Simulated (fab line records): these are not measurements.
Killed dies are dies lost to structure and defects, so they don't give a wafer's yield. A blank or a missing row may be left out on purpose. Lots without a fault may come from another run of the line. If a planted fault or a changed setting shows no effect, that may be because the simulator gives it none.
fab line records :: flow n5Finfet :: part 2 of 2: steps 24 to 35 of 35
[record]
  lots = 5
  wafers = 15
  lastDay = 18
route steps=1938 shown BEOL_M6@1238 BEOL_M7@1263
lots that met no fault: from a run of the same line without faults
startH: hours from the record's opening day to when the first of the lot's shown wafers began :: waitH: hours from the lot's prior step to this one :: " as in the row above :: L1.1+2: a single row standing in for several wafers :: - no value, or no start was given :: * or withheld: withheld :: < > ~ a bound
route shown NAME@n: names a module that has steps shown in the file, with the first one's number in the route :: usual: average and standard deviation across the fault-free wafers :: same: alike in all rows :: chamber/n: place in a boat :: sites: per-site readings :: _std_site: standard deviation across them :: _edge_site: mean of outer sites minus mean of inner sites :: radiusMm: for every site, how far away it sits from the centre of the wafer :: mask NAME#n: copy n :: behind: the last tool/chamber to shape the wafer :: hold: why the lot was held/for how many hours/how that ended :: device: whichever transistor did not switch (one of n, p or np) :: end of line: the route-end tests of the same wafers :: where a step has no rows: the recipe by itself :: killed: count of dies lost to structure and defects at first sort (not the wafer's yield) :: map: the dies of a wafer, with x for killed, . for not killed, _ for no die there
set.NAME: the setting the step ran with; set.NAME@STEP: the setting that earlier step ran with :: model.NAME: the simulator's own value behind a step, which no gauge read
lots at some steps of the route; a table a step, a row a wafer
services: when a tool's chamber went out of use (startH, in hours from the record's first day, below 0 if earlier), for how many hours, and the reason
[[steps]]
[step N5_BEOL_M6_RS_MEAS_57]
[recipe]
  thkMeasGauge = four-point-probe
  reads = Cu_of_BEOL_M6_ECD_50+Co_of_BEOL_M6_CVD_78+TaN_of_BEOL_M6_ALD_77
[usual]
  M6_RS = 0.286/0.0089
lot.wafer: L077.3
tool: filmMetro-01
chamber: -
startH: 223.03
waitH: 0.1
M6_RS[ohm/sq]: 0.270

lot.wafer: L077.4
tool: filmMetro-01
chamber: -
startH: 223.03
waitH: 0.1
M6_RS[ohm/sq]: 0.275

lot.wafer: L077.6
tool: filmMetro-01
chamber: -
startH: 223.03
waitH: 0.1
M6_RS[ohm/sq]: 0.297

lot.wafer: L086.1
tool: filmMetro-02
chamber: -
startH: 269.51
waitH: 0.1
M6_RS[ohm/sq]: 0.287

lot.wafer: L086.2
tool: filmMetro-02
chamber: -
startH: 269.51
waitH: 0.1
M6_RS[ohm/sq]: 0.284

lot.wafer: L086.6
tool: filmMetro-02
chamber: -
startH: 269.51
waitH: 0.1
M6_RS[ohm/sq]: 0.284

lot.wafer: L085.2
tool: filmMetro-02
chamber: -
startH: 269.60
waitH: 0.1
M6_RS[ohm/sq]: 0.275

lot.wafer: L085.4
tool: filmMetro-02
chamber: -
startH: 269.60
waitH: 0.1
M6_RS[ohm/sq]: 0.279

lot.wafer: L085.5
tool: filmMetro-02
chamber: -
startH: 269.60
waitH: 0.1
M6_RS[ohm/sq]: 0.266

lot.wafer: L091.2
tool: filmMetro-01
chamber: -
startH: 304.92
waitH: 0.1
M6_RS[ohm/sq]: 0.280

lot.wafer: L091.3
tool: filmMetro-01
chamber: -
startH: 304.92
waitH: 0.1
M6_RS[ohm/sq]: 0.289

lot.wafer: L091.4
tool: filmMetro-01
chamber: -
startH: 304.92
waitH: 0.1
M6_RS[ohm/sq]: 0.291

lot.wafer: L095.2
tool: filmMetro-02
chamber: -
startH: 334.95
waitH: 0.1
M6_RS[ohm/sq]: 0.293

lot.wafer: L095.3
tool: filmMetro-02
chamber: -
startH: 334.95
waitH: 0.1
M6_RS[ohm/sq]: 0.297

lot.wafer: L095.6
tool: filmMetro-02
chamber: -
startH: 334.95
waitH: 0.1
M6_RS[ohm/sq]: 0.289
[step N5_BEOL_M6_INSPECT_58]
[recipe]
  inspectInstrument = darkfield
  mode = postDep
[usual]
  rawDefectCount = 63/22
lot.wafer: L077.3
tool: defectInspect-02
chamber: -
startH: 223.06
waitH: 0.0
rawDefectCount: 64

lot.wafer: L077.4
tool: defectInspect-02
chamber: -
startH: 223.06
waitH: 0.0
rawDefectCount: 68

lot.wafer: L077.6
tool: defectInspect-02
chamber: -
startH: 223.06
waitH: 0.0
rawDefectCount: 32

lot.wafer: L086.1
tool: defectInspect-01
chamber: -
startH: 269.54
waitH: 0.0
rawDefectCount: 68

lot.wafer: L086.2
tool: defectInspect-01
chamber: -
startH: 269.54
waitH: 0.0
rawDefectCount: 61

lot.wafer: L086.6
tool: defectInspect-01
chamber: -
startH: 269.54
waitH: 0.0
rawDefectCount: 44

lot.wafer: L085.2
tool: defectInspect-01
chamber: -
startH: 269.63
waitH: 0.0
rawDefectCount: 61

lot.wafer: L085.4
tool: defectInspect-01
chamber: -
startH: 269.63
waitH: 0.0
rawDefectCount: 61

lot.wafer: L085.5
tool: defectInspect-01
chamber: -
startH: 269.63
waitH: 0.0
rawDefectCount: 69

lot.wafer: L091.2
tool: defectInspect-02
chamber: -
startH: 304.95
waitH: 0.0
rawDefectCount: 47

lot.wafer: L091.3
tool: defectInspect-02
chamber: -
startH: 304.95
waitH: 0.0
rawDefectCount: 31

lot.wafer: L091.4
tool: defectInspect-02
chamber: -
startH: 304.95
waitH: 0.0
rawDefectCount: 56

lot.wafer: L095.2
tool: defectInspect-02
chamber: -
startH: 334.97
waitH: 0.0
rawDefectCount: 42

lot.wafer: L095.3
tool: defectInspect-02
chamber: -
startH: 334.97
waitH: 0.0
rawDefectCount: 86

lot.wafer: L095.6
tool: defectInspect-02
chamber: -
startH: 334.97
waitH: 0.0
rawDefectCount: 63
[step N5_BEOL_M7_ILD_DEP_00]
[recipe]
  material = SiCOH_lowk
  targetThkA = 1797.5
  tempC = 300
  precursor = DEMS/porogen
  pressureTorr = 5
  rfW = 500
  timeS = 33.4
[usual]
  heaterPowerW = 310/42
  showerheadPlenumPTorr = 5.747/0.017
  throttleValvePct = 13.9/0.92
lot.wafer: L077.3
tool: pecvd-01
chamber: 1
startH: 223.09
waitH: 0.0
heaterPowerW: 221
showerheadPlenumPTorr: 5.779
throttleValvePct: 14.9

lot.wafer: L077.4
tool: pecvd-01
chamber: 1
startH: 223.09
waitH: 0.0
heaterPowerW: 226
showerheadPlenumPTorr: 5.759
throttleValvePct: 15.0

lot.wafer: L077.6
tool: pecvd-01
chamber: 0
startH: 223.09
waitH: 0.0
heaterPowerW: 288
showerheadPlenumPTorr: 5.752
throttleValvePct: 15.1

lot.wafer: L086.1
tool: pecvd-03
chamber: 2
startH: 269.57
waitH: 0.0
heaterPowerW: 234
showerheadPlenumPTorr: 5.742
throttleValvePct: 12.8

lot.wafer: L086.2
tool: pecvd-03
chamber: 0
startH: 269.57
waitH: 0.0
heaterPowerW: 333
showerheadPlenumPTorr: 5.738
throttleValvePct: 13.4

lot.wafer: L086.6
tool: pecvd-03
chamber: 2
startH: 269.57
waitH: 0.0
heaterPowerW: 240
showerheadPlenumPTorr: 5.746
throttleValvePct: 12.9

lot.wafer: L085.2
tool: pecvd-04
chamber: 0
startH: 269.66
waitH: 0.0
heaterPowerW: 330
showerheadPlenumPTorr: 5.751
throttleValvePct: 14.5

lot.wafer: L085.4
tool: pecvd-04
chamber: 2
startH: 269.66
waitH: 0.0
heaterPowerW: 356
showerheadPlenumPTorr: 5.725
throttleValvePct: 14.4

lot.wafer: L085.5
tool: pecvd-04
chamber: 1
startH: 269.66
waitH: 0.0
heaterPowerW: 311
showerheadPlenumPTorr: 5.710
throttleValvePct: 14.2

lot.wafer: L091.2
tool: pecvd-03
chamber: 1
startH: 304.98
waitH: 0.0
heaterPowerW: 368
showerheadPlenumPTorr: 5.768
throttleValvePct: 14.4

lot.wafer: L091.3
tool: pecvd-03
chamber: 2
startH: 304.98
waitH: 0.0
heaterPowerW: 293
showerheadPlenumPTorr: 5.722
throttleValvePct: 13.1

lot.wafer: L091.4
tool: pecvd-03
chamber: 2
startH: 304.98
waitH: 0.0
heaterPowerW: 302
showerheadPlenumPTorr: 5.740
throttleValvePct: 13.1

lot.wafer: L095.2
tool: pecvd-03
chamber: 2
startH: 335.01
waitH: 0.0
heaterPowerW: 272
showerheadPlenumPTorr: 5.738
throttleValvePct: 13.1

lot.wafer: L095.3
tool: pecvd-03
chamber: 0
startH: 335.01
waitH: 0.0
heaterPowerW: 380
showerheadPlenumPTorr: 5.741
throttleValvePct: 13.8

lot.wafer: L095.6
tool: pecvd-03
chamber: 0
startH: 335.01
waitH: 0.0
heaterPowerW: 369
showerheadPlenumPTorr: 5.734
throttleValvePct: 13.6
[step N5_BEOL_M7_CURE_74]
[recipe]
  tempC = 385
  timeS = 240
  ambient = He/Ar
  material = SiCOH_lowk
[usual]
  lampPowerPct = 52.32/0.056
  wafer_temp_C_max = 386.5/0.75
lot.wafer: L077.3
tool: uvCure-03
chamber: 0
startH: 223.46
waitH: 0.3
lampPowerPct: 52.34
wafer_temp_C_max: 387.7

lot.wafer: L077.4
tool: uvCure-03
chamber: 0
startH: 223.46
waitH: 0.3
lampPowerPct: 52.36
wafer_temp_C_max: 386.8

lot.wafer: L077.6
tool: uvCure-03
chamber: 0
startH: 223.46
waitH: 0.3
lampPowerPct: 52.38
wafer_temp_C_max: 387.2

lot.wafer: L086.1
tool: uvCure-01
chamber: 2
startH: 269.98
waitH: 0.4
lampPowerPct: 52.35
wafer_temp_C_max: 386.0

lot.wafer: L086.2
tool: uvCure-01
chamber: 2
startH: 269.98
waitH: 0.4
lampPowerPct: 52.27
wafer_temp_C_max: 386.6

lot.wafer: L086.6
tool: uvCure-01
chamber: 2
startH: 269.98
waitH: 0.4
lampPowerPct: 52.27
wafer_temp_C_max: 386.0

lot.wafer: L085.2
tool: uvCure-03
chamber: 2
startH: 270.31
waitH: 0.6
lampPowerPct: 52.34
wafer_temp_C_max: 386.0

lot.wafer: L085.4
tool: uvCure-03
chamber: 2
startH: 270.31
waitH: 0.6
lampPowerPct: 52.27
wafer_temp_C_max: 386.1

lot.wafer: L085.5
tool: uvCure-03
chamber: 2
startH: 270.31
waitH: 0.6
lampPowerPct: 52.37
wafer_temp_C_max: 385.8

lot.wafer: L091.2
tool: uvCure-01
chamber: 2
startH: 305.35
waitH: 0.3
lampPowerPct: 52.35
wafer_temp_C_max: 386.1

lot.wafer: L091.3
tool: uvCure-01
chamber: 2
startH: 305.35
waitH: 0.3
lampPowerPct: 52.32
wafer_temp_C_max: 385.4

lot.wafer: L091.4
tool: uvCure-01
chamber: 2
startH: 305.35
waitH: 0.3
lampPowerPct: 52.26
wafer_temp_C_max: 385.7

lot.wafer: L095.2
tool: uvCure-02
chamber: 1
startH: 335.56
waitH: 0.5
lampPowerPct: 52.29
wafer_temp_C_max: 386.2

lot.wafer: L095.3
tool: uvCure-02
chamber: 1
startH: 335.56
waitH: 0.5
lampPowerPct: 52.35
wafer_temp_C_max: 385.9

lot.wafer: L095.6
tool: uvCure-02
chamber: 1
startH: 335.56
waitH: 0.5
lampPowerPct: 52.30
wafer_temp_C_max: 386.2
[step N5_BEOL_M7_THK_MEAS_01]
[recipe]
  reads = SiCOH_lowk_of_BEOL_M7_ILD_DEP_00
[usual]
  M7_ILD_THK = 155.2/2
lot.wafer: L077.3
tool: filmMetro-02
chamber: -
startH: 223.82
waitH: 0.3
M7_ILD_THK[nm]: 154.6

lot.wafer: L077.4
tool: filmMetro-02
chamber: -
startH: 223.82
waitH: 0.3
M7_ILD_THK[nm]: 154.9

lot.wafer: L077.6
tool: filmMetro-02
chamber: -
startH: 223.82
waitH: 0.3
M7_ILD_THK[nm]: 155.1

lot.wafer: L086.1
tool: filmMetro-01
chamber: -
startH: 270.49
waitH: 0.4
M7_ILD_THK[nm]: 153.7

lot.wafer: L086.2
tool: filmMetro-01
chamber: -
startH: 270.49
waitH: 0.4
M7_ILD_THK[nm]: 153.1

lot.wafer: L086.6
tool: filmMetro-01
chamber: -
startH: 270.49
waitH: 0.4
M7_ILD_THK[nm]: 156.3

lot.wafer: L085.2
tool: filmMetro-01
chamber: -
startH: 271.94
waitH: 1.3
M7_ILD_THK[nm]: 151.3

lot.wafer: L085.4
tool: filmMetro-01
chamber: -
startH: 271.94
waitH: 1.3
M7_ILD_THK[nm]: 154.1

lot.wafer: L085.5
tool: filmMetro-01
chamber: -
startH: 271.94
waitH: 1.3
M7_ILD_THK[nm]: 151.5

lot.wafer: L091.2
tool: filmMetro-01
chamber: -
startH: 305.79
waitH: 0.4
M7_ILD_THK[nm]: 151.8

lot.wafer: L091.3
tool: filmMetro-01
chamber: -
startH: 305.79
waitH: 0.4
M7_ILD_THK[nm]: 153.9

lot.wafer: L091.4
tool: filmMetro-01
chamber: -
startH: 305.79
waitH: 0.4
M7_ILD_THK[nm]: 154.8

lot.wafer: L095.2
tool: filmMetro-01
chamber: -
startH: 336.50
waitH: 0.8
M7_ILD_THK[nm]: 155.1

lot.wafer: L095.3
tool: filmMetro-01
chamber: -
startH: 336.50
waitH: 0.8
M7_ILD_THK[nm]: 156.5

lot.wafer: L095.6
tool: filmMetro-01
chamber: -
startH: 336.50
waitH: 0.8
M7_ILD_THK[nm]: 160.3
[step N5_BEOL_M7_PECVD_70]
[recipe]
  material = SiO2
  targetThkA = 200
  tempC = 400
  precursor = TEOS/O2
  pressureTorr = 5.5
  rfW = 450
  teosFlowSccm = 53.8
  gas = O2
  flowSccm = 3000
  timeS = 22.7
[usual]
  heaterPowerW = 712/72
  showerheadPlenumPTorr = 8.81/0.07
  throttleValvePct = 22.5/1.4
lot.wafer: L077.3
tool: pecvd-01
chamber: 2
startH: 223.85
waitH: 0.0
heaterPowerW: 715
showerheadPlenumPTorr: 8.83
throttleValvePct: 20.2

lot.wafer: L077.4
tool: pecvd-01
chamber: 0
startH: 223.85
waitH: 0.0
heaterPowerW: 691
showerheadPlenumPTorr: 8.86
throttleValvePct: 25.0

lot.wafer: L077.6
tool: pecvd-01
chamber: 2
startH: 223.85
waitH: 0.0
heaterPowerW: 690
showerheadPlenumPTorr: 8.83
throttleValvePct: 20.3

lot.wafer: L086.1
tool: pecvd-04
chamber: 2
startH: 270.53
waitH: 0.0
heaterPowerW: 803
showerheadPlenumPTorr: 8.75
throttleValvePct: 22.7

lot.wafer: L086.2
tool: pecvd-04
chamber: 0
startH: 270.53
waitH: 0.0
heaterPowerW: 732
showerheadPlenumPTorr: 8.83
throttleValvePct: 23.0

lot.wafer: L086.6
tool: pecvd-04
chamber: 1
startH: 270.53
waitH: 0.0
heaterPowerW: 608
showerheadPlenumPTorr: 8.74
throttleValvePct: 22.7

lot.wafer: L085.2
tool: pecvd-03
chamber: 0
startH: 271.98
waitH: 0.0
heaterPowerW: 736
showerheadPlenumPTorr: 8.74
throttleValvePct: 21.5

lot.wafer: L085.4
tool: pecvd-03
chamber: 0
startH: 271.98
waitH: 0.0
heaterPowerW: 746
showerheadPlenumPTorr: 8.74
throttleValvePct: 21.8

lot.wafer: L085.5
tool: pecvd-03
chamber: 2
startH: 271.98
waitH: 0.0
heaterPowerW: 650
showerheadPlenumPTorr: 8.74
throttleValvePct: 20.5

lot.wafer: L091.2
tool: pecvd-04
chamber: 0
startH: 305.82
waitH: 0.0
heaterPowerW: 679
showerheadPlenumPTorr: 8.84
throttleValvePct: 22.7

lot.wafer: L091.3
tool: pecvd-04
chamber: 2
startH: 305.82
waitH: 0.0
heaterPowerW: 682
showerheadPlenumPTorr: 8.80
throttleValvePct: 22.9

lot.wafer: L091.4
tool: pecvd-04
chamber: 2
startH: 305.82
waitH: 0.0
heaterPowerW: 682
showerheadPlenumPTorr: 8.79
throttleValvePct: 22.9

lot.wafer: L095.2
tool: pecvd-04
chamber: 1
startH: 336.55
waitH: 0.1
heaterPowerW: 721
showerheadPlenumPTorr: 8.74
throttleValvePct: 23.4

lot.wafer: L095.3
tool: pecvd-04
chamber: 1
startH: 336.55
waitH: 0.1
heaterPowerW: 731
showerheadPlenumPTorr: 8.75
throttleValvePct: 23.1

lot.wafer: L095.6
tool: pecvd-04
chamber: 1
startH: 336.55
waitH: 0.1
heaterPowerW: 743
showerheadPlenumPTorr: 8.73
throttleValvePct: 23.0
[step N5_BEOL_M7_HM_DEP_02]
[recipe]
  material = TiN
  targetThkA = 200
  tempC = 25
  chamberPressurePa = 0.49996
[usual]
  throttleValvePct = 30.1/1.1
lot.wafer: L077.3
tool: pvdSputter-02
chamber: -
startH: 224.72
waitH: 0.8
throttleValvePct: 29.5

lot.wafer: L077.4
tool: pvdSputter-02
chamber: -
startH: 224.72
waitH: 0.8
throttleValvePct: 31.4

lot.wafer: L077.6
tool: pvdSputter-02
chamber: -
startH: 224.72
waitH: 0.8
throttleValvePct: 30.0

lot.wafer: L086.1
tool: pvdSputter-01
chamber: -
startH: 271.46
waitH: 0.9
throttleValvePct: 30.6

lot.wafer: L086.2
tool: pvdSputter-01
chamber: -
startH: 271.46
waitH: 0.9
throttleValvePct: 29.3

lot.wafer: L086.6
tool: pvdSputter-01
chamber: -
startH: 271.46
waitH: 0.9
throttleValvePct: 29.9

lot.wafer: L085.2
tool: pvdSputter-03
chamber: -
startH: 272.41
waitH: 0.4
throttleValvePct: 29.7

lot.wafer: L085.4
tool: pvdSputter-03
chamber: -
startH: 272.41
waitH: 0.4
throttleValvePct: 31.8

lot.wafer: L085.5
tool: pvdSputter-03
chamber: -
startH: 272.41
waitH: 0.4
throttleValvePct: 30.8

lot.wafer: L091.2
tool: pvdSputter-03
chamber: -
startH: 306.55
waitH: 0.7
throttleValvePct: 29.2

lot.wafer: L091.3
tool: pvdSputter-03
chamber: -
startH: 306.55
waitH: 0.7
throttleValvePct: 31.7

lot.wafer: L091.4
tool: pvdSputter-03
chamber: -
startH: 306.55
waitH: 0.7
throttleValvePct: 29.7

lot.wafer: L095.2
tool: pvdSputter-01
chamber: -
startH: 337.57
waitH: 1.0
throttleValvePct: 31.0

lot.wafer: L095.3
tool: pvdSputter-01
chamber: -
startH: 337.57
waitH: 1.0
throttleValvePct: 29.5

lot.wafer: L095.6
tool: pvdSputter-01
chamber: -
startH: 337.57
waitH: 1.0
throttleValvePct: 29.6
[step N5_BEOL_M7_COAT_59]
[recipe]
  resist = SOC
  tempC = 250
  timeS = 60
  spinRpm = 1500
  resistThkNm = 100
lot.wafer: L077.3+4+6
tool: lithoTrack-05
chamber: 0
startH: 224.84
waitH: 0.1

lot.wafer: L086.1+2+6
tool: lithoTrack-01
chamber: 0
startH: 271.59
waitH: 0.1

lot.wafer: L085.2+4+5
tool: lithoTrack-01
chamber: 0
startH: 272.54
waitH: 0.1

lot.wafer: L091.2+3+4
tool: lithoTrack-04
chamber: 0
startH: 306.69
waitH: 0.1

lot.wafer: L095.2+3+6
tool: lithoTrack-01
chamber: 0
startH: 337.70
waitH: 0.1
[step N5_BEOL_M7_COAT_60]
[recipe]
  resist = SiARC
  tempC = 220
  timeS = 60
  spinRpm = 1500
  resistThkNm = 35
lot.wafer: L077.3+4+6
tool: lithoTrack-05
chamber: 0
startH: -
waitH: -

lot.wafer: L086.1+2+6
tool: lithoTrack-01
chamber: 0
startH: -
waitH: -

lot.wafer: L085.2+4+5
tool: lithoTrack-01
chamber: 0
startH: -
waitH: -

lot.wafer: L091.2+3+4
tool: lithoTrack-04
chamber: 0
startH: -
waitH: -

lot.wafer: L095.2+3+6
tool: lithoTrack-01
chamber: 0
startH: -
waitH: -
[step N5_BEOL_M7_COAT_05]
[recipe]
  resist = CAR-ArF
  spinRpm = 1500
  resistThkNm = 90
lot.wafer: L077.3+4+6
tool: lithoTrack-05
chamber: 0
startH: -
waitH: -

lot.wafer: L086.1+2+6
tool: lithoTrack-01
chamber: 0
startH: -
waitH: -

lot.wafer: L085.2+4+5
tool: lithoTrack-01
chamber: 0
startH: -
waitH: -

lot.wafer: L091.2+3+4
tool: lithoTrack-04
chamber: 0
startH: -
waitH: -

lot.wafer: L095.2+3+6
tool: lithoTrack-01
chamber: 0
startH: -
waitH: -
[step N5_BEOL_M7_EBR_07]
[recipe]
  solvent = PGMEA
  ebrWidthMm = 1.5
[same]
  ebrWidthMm = 1.5
lot.wafer: L077.3+4+6
tool: lithoTrack-05
chamber: 0
startH: -
waitH: -

lot.wafer: L086.1+2+6
tool: lithoTrack-01
chamber: 0
startH: -
waitH: -

lot.wafer: L085.2+4+5
tool: lithoTrack-01
chamber: 0
startH: -
waitH: -

lot.wafer: L091.2+3+4
tool: lithoTrack-04
chamber: 0
startH: -
waitH: -

lot.wafer: L095.2+3+6
tool: lithoTrack-01
chamber: 0
startH: -
waitH: -
[step N5_BEOL_M7_SOFTBAKE_06]
[recipe]
  tempC = 110
  timeS = 60
  resist = CAR-ArF
lot.wafer: L077.3+4+6
tool: lithoTrack-05
chamber: 0
startH: -
waitH: -

lot.wafer: L086.1+2+6
tool: lithoTrack-01
chamber: 0
startH: -
waitH: -

lot.wafer: L085.2+4+5
tool: lithoTrack-01
chamber: 0
startH: -
waitH: -

lot.wafer: L091.2+3+4
tool: lithoTrack-04
chamber: 0
startH: -
waitH: -

lot.wafer: L095.2+3+6
tool: lithoTrack-01
chamber: 0
startH: -
waitH: -
[[services]]
tool: rieDiel-01
chamber: 1
startH: 200.33
hours: 1.6
kind: repair

tool: cvdCo-01
chamber: 0
startH: 201.83
hours: 16.8
kind: repair

tool: cmp-04
chamber: -
startH: 208.17
hours: 5.1
kind: repair

tool: cvdCo-02
chamber: -
startH: 214.67
hours: 0.5
kind: repair

tool: pecvd-01
chamber: 0
startH: 221.01
hours: 1.7
kind: repair

tool: uvCure-03
chamber: -
startH: 226.46
hours: 5.7
kind: repair

tool: pecvd-04
chamber: -
startH: 227.99
hours: 28.1
kind: pm

tool: wetBench-06
chamber: -
startH: 248.04
hours: 1.9
kind: pm

tool: rieDiel-05
chamber: 2
startH: 248.35
hours: 14.3
kind: repair

tool: rieDiel-01
chamber: 2
startH: 252.54
hours: 8.2
kind: repair

tool: aldMetal-01
chamber: -
startH: 254.52
hours: 0.5
kind: repair

tool: uvCure-02
chamber: -
startH: 271.68
hours: 7.5
kind: pm

tool: pecvd-04
chamber: -
startH: 272.95
hours: 0.7
kind: repair

tool: uvCure-03
chamber: -
startH: 291.28
hours: 22.2
kind: pm

tool: pvdSputter-02
chamber: -
startH: 305.59
hours: 2.2
kind: repair

tool: rieDiel-02
chamber: 2
startH: 306.72
hours: 4.8
kind: repair

tool: cvdCo-02
chamber: 1
startH: 308.23
hours: 5.1
kind: repair

tool: rieDiel-02
chamber: 3
startH: 317.48
hours: 4.5
kind: repair

tool: pvdSputter-01
chamber: -
startH: 326.95
hours: 3.2
kind: repair

tool: uvCure-01
chamber: -
startH: 327.76
hours: 7.5
kind: pm

tool: rieDiel-02
chamber: 3
startH: 329.20
hours: 11.3
kind: repair

tool: pecvd-04
chamber: 0
startH: 331.85
hours: 8.1
kind: repair

tool: rieDiel-02
chamber: 2
startH: 332.84
hours: 7.0
kind: repair

tool: aldMetal-01
chamber: -
startH: 337.25
hours: 14.0
kind: pm
